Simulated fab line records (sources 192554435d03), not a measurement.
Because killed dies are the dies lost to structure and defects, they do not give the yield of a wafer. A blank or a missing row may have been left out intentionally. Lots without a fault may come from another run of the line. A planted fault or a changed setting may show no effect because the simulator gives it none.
What tool caused it?	flow n5-finfet	10 lots, 27 wafers sampled, at 5 steps of a route of 1938

WHAT THE GAUGES SHOWED, per wafer
N5_BEOL_M4_RC_MEAS_101.
lot	measured	on	DIBL_N (mV/V)
L937	day 8 11:19	prober-02	35.0 38.2 34.7
L939	day 9 01:17	prober-02	37.6 39.2 36.5
L940	day 9 01:04	prober-01	40.0 39.1 39.4
L941	day 9 17:16	prober-01	37.4 35.6
L943	day 10 01:46	prober-02	35.8 40.0
L952	day 12 03:13	prober-01	34.7 35.3 36.2
L954	day 12 17:10	prober-01	41.3 36.6
L955	day 13 03:50	prober-01	37.6 37.7 37.3
L957	day 13 12:39	prober-02	36.7 37.6 36.4
L958	day 13 13:22	prober-01	37.2 37.0 35.9

WHICH TOOL RAN EACH LOT (tool, then ch and the chambers of the sampled wafers, then the start)
lot	N5_FIN_SAQP_MANDREL1_REMOVE_56	N5_FIN_SAQP_RECESS_71	N5_FIN_SAQP_SPACER2_ETCHBACK_29	N5_FIN_SAQP_ETCH_64
L937	rie-si-02 ch 0,1,2, day 2 06:29	vapor-etch-02 ch 0,1, day 2 07:28	rie-diel-03 ch 1,2,3, day 2 08:08	rie-si-02 ch 0,2, day 2 08:39
L939	rie-si-03 ch 0,2,3, day 2 20:19	vapor-etch-02 ch 0,1, day 2 21:20	rie-diel-04 ch 1,2,3, day 2 21:48	rie-si-03 ch 1,2,3, day 2 22:19
L940	rie-si-03 ch 1,2,3, day 3 01:05	vapor-etch-01 ch 0, day 3 02:32	rie-diel-04 ch 1,2, day 3 04:50	rie-si-03 ch 0,2, day 3 05:25
L941	rie-si-05 ch 0,3, day 3 06:18	vapor-etch-01 ch 0, day 3 07:20	rie-diel-04 ch 0,1, day 3 07:57	rie-si-05 ch 2, day 3 08:28
L943	rie-si-02 ch 0,2, day 3 18:19	vapor-etch-02 ch 0,1, day 3 19:17	rie-diel-04 ch 0,1, day 3 19:54	rie-si-05 ch 1,2, day 3 20:25
L952	rie-si-02 ch 1,2,3, day 6 00:23	vapor-etch-02 ch 0,1, day 6 01:41	rie-diel-03 ch 1,2,3, day 6 02:09	rie-si-05 ch 0,1,2, day 6 02:40
L954	rie-si-05 ch 0,2, day 6 12:05	vapor-etch-02 ch 1, day 6 13:05	rie-diel-03 ch 1,3, day 6 13:39	rie-si-02 ch 1,2, day 6 14:11
L955	rie-si-05 ch 2,3, day 6 17:19	vapor-etch-01 ch 0,1, day 6 18:27	rie-diel-04 ch 1,2,3, day 6 18:56	rie-si-05 ch 0,3, day 6 19:26
L957	rie-si-05 ch 0,1, day 7 07:06	vapor-etch-02 ch 0,1, day 7 08:13	rie-diel-04 ch 1,2,3, day 7 08:52	rie-si-02 ch 0,2, day 7 09:25
L958	rie-si-02 ch 1,2,3, day 7 12:17	vapor-etch-02 ch 0,1, day 7 13:22	rie-diel-03 ch 1,3, day 7 13:50	rie-si-02 ch 0,1,2, day 7 14:21
- N5_FIN_SAQP_MANDREL1_REMOVE_56: chemistry HBr/Cl2/O2, target a-Si, stops on SiNx, bt time 10 s.
- N5_FIN_SAQP_RECESS_71: chemistry HF/NH3, target SiO2, target depth 3 nm, afs cycles 1, sublimation time 60 s.
- N5_FIN_SAQP_SPACER2_ETCHBACK_29: etches SiO2 in CHF3/O2, target depth 12.2 nm, time 6.1 s.
- N5_FIN_SAQP_ETCH_64: etches SiO2 in CF4, target depth 1.5 nm.

THE ANSWER, worked out from the rows above alone
Rule: the lots themselves supply what counts as usual. Put in order of their means at a reading, lots are off if they are a third of the lots or fewer, leave a main group of 4 or more, and stand apart from it by a gap of 3 or more times the standard deviation of the main group's means; of several such gaps the widest counts. A main group is skipped when, at the precision printed for the reading in the tables above, its means are all equal. A lot without any number at a reading at which 4 lots or more have one is off too. The other lots that the step has rows for count as sound.
Nothing can be told from this: no lot is off at any reading shown.

WHAT THE SIMULATOR HAD INSERTED
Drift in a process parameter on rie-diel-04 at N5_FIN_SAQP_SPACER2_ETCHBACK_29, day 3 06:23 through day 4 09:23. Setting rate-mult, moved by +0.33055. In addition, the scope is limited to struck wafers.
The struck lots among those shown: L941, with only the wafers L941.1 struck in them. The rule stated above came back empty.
